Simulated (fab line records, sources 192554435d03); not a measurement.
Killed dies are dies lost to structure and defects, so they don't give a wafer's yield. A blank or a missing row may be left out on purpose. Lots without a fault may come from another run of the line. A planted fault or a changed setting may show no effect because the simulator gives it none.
Chamber matching | flow n5_finfet | N5_BEOL_M5_STRIP_36 on rie_diel-03: 4 sister chambers
The step strips in N2/H2. 4 wafers are shown with their chamber, then 7 later ones without.

WAFERS WITH THEIR CHAMBER
wafer  | chamber | drypump_motor_current_A (A)
L924.2 | 0       | 5.3
L924.5 | 1       | 4.8
L928.1 | 2       | 5.8
L928.4 | 3       | 6.6

WAFERS WITHOUT THEIR CHAMBER
wafer  | drypump_motor_current_A (A)
L928.5 | 4.8
L929.5 | 5.7
L929.6 | 6.6
L938.1 | 5.3
L938.4 | 4.8
L938.5 | 6.6
L937.3 | 5.3

WHICH CHAMBER EACH WENT THROUGH
wafer  | from the rows above | in truth
L928.5 | 1                   | 1
L929.5 | 2                   | 2
L929.6 | 3                   | 3
L938.1 | 0                   | 0
L938.4 | 1                   | 1
L938.5 | 3                   | 3
L937.3 | 0                   | 0
Placed correctly: 7 of 7. Can't be placed from these rows: 0. Placed wrongly: 0.
How it was worked out, from the rows above alone: a wafer's distance from a chamber is the root of the sum, over the readings, of the square of ((its reading less the chamber's mean) divided by the reading's scatter). The wafer belongs to the nearest chamber; if the next one is less than 2 further off, it can't be placed. A chamber's mean is the mean of its shown wafers. The scatter: with one shown wafer a chamber, the root of the mean of the squares of how far each hidden wafer lies from its nearest shown one.
